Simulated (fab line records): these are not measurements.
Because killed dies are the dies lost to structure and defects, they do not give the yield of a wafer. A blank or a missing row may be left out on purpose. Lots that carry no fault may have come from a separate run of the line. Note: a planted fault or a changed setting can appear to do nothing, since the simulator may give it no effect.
Matching of chambers + flow nand_harc + NHARC_A_BLC_STRIP_29 on rie_diel-05 has 4 sister chambers
The step strips in CF4. 27 wafers are shown with their chamber, then 12 later ones without.

== WAFERS, EACH WITH ITS CHAMBER ==
| wafer  | chamber | showerhead_plenum_p_Torr (Torr) | drypump_motor_current_A (A) | rf_vpp_V (V) |
|--------|---------|---------------------------------|-----------------------------|--------------|
| L075.4 | 3       | 1.77                            | 6.4                         | 58.6         |
| L075.5 | 3       | 1.77                            | 6.4                         | 57.3         |
| L075.6 | 2       | 1.68                            | 4.7                         | 58.1         |
| L081.1 | 3       | 1.77                            | 6.4                         | 59.2         |
| L081.3 | 0       | 1.68                            | 4.7                         | 60.5         |
| L081.6 | 1       | 1.83                            | 6.3                         | 58.3         |
| L081.2 | 2       | 1.68                            | 4.7                         | 58.8         |
| L081.4 | 1       | 1.83                            | 6.3                         | 59.3         |
| L081.5 | 0       | 1.68                            | 4.7                         | 59.3         |
| L083.2 | 2       | 1.68                            | 4.7                         | 57.9         |
| L083.3 | 3       | 1.77                            | 6.4                         | 58.4         |
| L083.5 | 3       | 1.77                            | 6.4                         | 59.4         |
| L083.1 | 1       | 1.83                            | 6.3                         | 59.8         |
| L083.4 | 0       | 1.68                            | 4.7                         | 57.7         |
| L083.6 | 0       | 1.68                            | 4.7                         | 59.9         |
| L082.1 | 1       | 1.83                            | 6.3                         | 59.5         |
| L082.2 | 3       | 1.77                            | 6.4                         | 60.0         |
| L082.3 | 0       | 1.68                            | 4.7                         | 58.0         |
| L087.1 | 1       | 1.83                            | 6.4                         | 59.8         |
| L087.2 | 0       | 1.68                            | 4.7                         | 60.6         |
| L087.4 | 2       | 1.68                            | 4.7                         | 58.5         |
| L091.2 | 1       | 1.83                            | 6.4                         | 59.3         |
| L091.3 | 2       | 1.68                            | 4.7                         | 57.7         |
| L091.6 | 2       | 1.68                            | 4.7                         | 58.3         |
| L094.1 | 0       | 1.68                            | 4.7                         | 60.4         |
| L094.2 | 1       | 1.83                            | 6.4                         | 60.4         |
| L094.6 | 3       | 1.76                            | 6.4                         | 59.2         |

SIGNATURES (averages over the wafers above)
| reading                  | chamber 0 | chamber 1 | chamber 2 | chamber 3 | scatter within a chamber |
|--------------------------|-----------|-----------|-----------|-----------|--------------------------|
| showerhead_plenum_p_Torr | 1.6800    | 1.8300    | 1.6800    | 1.7686    | 0.00193                  |
| drypump_motor_current_A  | 4.700     | 6.343     | 4.700     | 6.400     | 0.0273                   |
| rf_vpp_V                 | 59.486    | 59.486    | 58.217    | 58.871    | 0.849                    |
Rule: for a wafer and a chamber, the distance is found by dividing, reading by reading, the gap between the wafer's reading and the chamber's mean by the reading's scatter, squaring, summing and taking the root. The wafer belongs to the nearest chamber; if the next one is less than 2 further off, it can't be placed. The scatter: the root of (the sum of the squares of (reading less its chamber's mean) over the shown wafers, divided by (wafers less chambers)).

== WAFERS MISSING THEIR CHAMBER ==
| wafer  | showerhead_plenum_p_Torr (Torr) | drypump_motor_current_A (A) | rf_vpp_V (V) |
|--------|---------------------------------|-----------------------------|--------------|
| L092.1 | 1.68                            | 4.7                         | 57.9         |
| L092.3 | 1.76                            | 6.4                         | 59.3         |
| L092.4 | 1.68                            | 4.7                         | 60.2         |
| L092.2 | 1.83                            | 6.4                         | 59.4         |
| L092.5 | 1.83                            | 6.4                         | 60.3         |
| L092.6 | 1.68                            | 4.7                         | 59.1         |
| L095.3 | 1.76                            | 6.4                         | 58.9         |
| L095.5 | 1.83                            | 6.3                         | 59.4         |
| L095.6 | 1.68                            | 4.7                         | 59.1         |
| L097.1 | 1.68                            | 4.7                         | 58.6         |
| L097.2 | 1.83                            | 6.4                         | 59.4         |
| L097.4 | 1.68                            | 4.7                         | 58.8         |

== WHICH CHAMBER EACH WENT THROUGH ==
| wafer  | from the rows above     | in truth |
|--------|-------------------------|----------|
| L092.1 | can't be placed: 2 or 0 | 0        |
| L092.3 | 3                       | 3        |
| L092.4 | can't be placed: 0 or 2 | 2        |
| L092.2 | 1                       | 1        |
| L092.5 | 1                       | 1        |
| L092.6 | can't be placed: 0 or 2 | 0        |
| L095.3 | 3                       | 3        |
| L095.5 | 1                       | 1        |
| L095.6 | can't be placed: 0 or 2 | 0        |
| L097.1 | can't be placed: 2 or 0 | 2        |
| L097.2 | 1                       | 1        |
| L097.4 | can't be placed: 2 or 0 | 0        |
Correctly placed: 6 of 12. Not placeable from these rows: 6 (in 6, the candidates include the true chamber). 0 placed wrongly.
